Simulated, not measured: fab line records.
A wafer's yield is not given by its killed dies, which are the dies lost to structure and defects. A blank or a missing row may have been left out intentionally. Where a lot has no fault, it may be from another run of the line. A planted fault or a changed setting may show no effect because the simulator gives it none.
3 desks, one fault + flow nandHarc + what lay behind the numbers comes last; until then each desk has only its own

AT THE TOOL OWNER'S DESK: rieDiel-01
The tool's own readings at NHARC_A_CHANNEL_HOLE_D1_ETCH_44 (etches the open film in CF4/O2, target depth 140 nm, overetch 14 nm, time 77 s): means of the sampled wafers that have a number, for each lot that ran on this tool. Marked OUT: a lot whose mean sits more than 4 standard deviations from the usual mean, which makes it out of limits; the brackets give that distance.
Columns: A = drypumpMotorCurrentA at NHARC_A_CHANNEL_HOLE_D1_ETCH_44, usual 5.73 A; B = o2FlowSccm at NHARC_A_CHANNEL_HOLE_D1_ETCH_44, usual 20.00 sccm; C = oesProductAu at NHARC_A_CHANNEL_HOLE_D1_ETCH_44, usual 0.997 a.u.; D = rfVppV at NHARC_A_CHANNEL_HOLE_D1_ETCH_44, usual 197.5 V; E = showerheadPlenumPTorr at NHARC_A_CHANNEL_HOLE_D1_ETCH_44, usual 1.32 Torr; F = throttleValvePct at NHARC_A_CHANNEL_HOLE_D1_ETCH_44, usual 13.398 %
| lot  | first seen here | A    | B     | C     | D     | E    | F      |
|------|-----------------|------|-------|-------|-------|------|--------|
| L671 | day 9 02:01     | 5.83 | 19.99 | 0.992 | 197.7 | 1.32 | 13.392 |
| L675 | day 9 09:16     | 5.71 | 19.94 | 1.011 | 198.8 | 1.37 | 13.395 |
| L676 | day 9 13:28     | 5.72 | 20.00 | 1.005 | 198.7 | 1.36 | 13.401 |
| L684 | day 11 15:58    | 5.81 | 19.97 | 0.987 | 197.6 | 1.32 | 13.403 |
| L690 | day 13 05:53    | 5.82 | 19.94 | 0.988 | 197.8 | 1.31 | 13.402 |
| L689 | day 13 09:37    | 5.84 | 19.89 | 0.992 | 197.5 | 1.31 | 13.394 |
This desk's verdict: no lot among the 6 shows anything out of limits.

AT THE METROLOGY DESK
Means of the sampled wafers that have a number, per lot and without regard to the tool the lot ran on: this is what the gauges read. Marked OUT: a lot whose mean sits more than 4 standard deviations from the usual mean, which makes it out of limits; the brackets give that distance.
Columns: A = cdNm at NHARC_A_CHANNEL_HOLE_D1_CD_MEAS_30, usual 89.3 nm
| lot  | first seen here | A    |
|------|-----------------|------|
| L671 | day 9 02:49     | 89.3 |
| L675 | day 9 10:04     | 89.5 |
| L676 | day 9 14:16     | 90.6 |
| L679 | day 10 23:22    | 89.1 |
| L684 | day 11 16:46    | 91.2 |
| L682 | day 11 20:57    | 90.4 |
| L691 | day 13 06:32    | 88.9 |
| L690 | day 13 06:40    | 88.4 |
| L689 | day 13 10:25    | 88.9 |
| L694 | day 14 05:26    | 89.4 |
This desk's verdict: no lot among the 10 shows anything out of limits.

THE DEFECT DESK
Per lot, the means of the sampled wafers with a number show what the inspections along the route counted. Marked OUT: a lot whose mean sits more than 4 standard deviations from the usual mean, which makes it out of limits; the brackets give that distance.
Columns: A = rawDefectCount at NHARC_A_CHANNEL_HOLE_D1_INSPECT_40, usual 61
| lot  | first seen here | A             |
|------|-----------------|---------------|
| L671 | day 9 03:00     | 62            |
| L675 | day 9 10:16     | 48            |
| L676 | day 9 14:28     | 54            |
| L679 | day 10 23:32    | 104           |
| L684 | day 11 16:58    | 69            |
| L682 | day 11 21:09    | 65            |
| L691 | day 13 06:43    | 63            |
| L690 | day 13 06:53    | 445 (+20) OUT |
| L689 | day 13 10:36    | 463 (+21) OUT |
| L694 | day 14 05:37    | 65            |
This desk's finding: out of limits on L689, L690; first on L690, day 13 06:53 (rawDefectCount at NHARC_A_CHANNEL_HOLE_D1_INSPECT_40). L671, L675, L676, L679, L684, L682, L691, L694 stayed within limits.

PUT TOGETHER
The defect desk could have raised an alarm at day 13 06:53, on L689, L690.
The tool owner's desk saw nothing out of limits.
At the metrology desk, nothing out of limits was observed.
The tool owner's desk has L689, L690 on record, within its limits.
The metrology desk holds a record of L689, L690, inside its limits.
NHARC_A_CHANNEL_HOLE_D1_ETCH_44 was run on rieDiel-01 by each of the lots named.

WHAT THE SIMULATOR PUT IN
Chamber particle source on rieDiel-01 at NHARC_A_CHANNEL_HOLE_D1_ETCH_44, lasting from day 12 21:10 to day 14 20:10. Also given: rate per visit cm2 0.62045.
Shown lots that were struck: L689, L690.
Hours from the fault's start to each desk's first reading out of limits: the defect desk, 10.
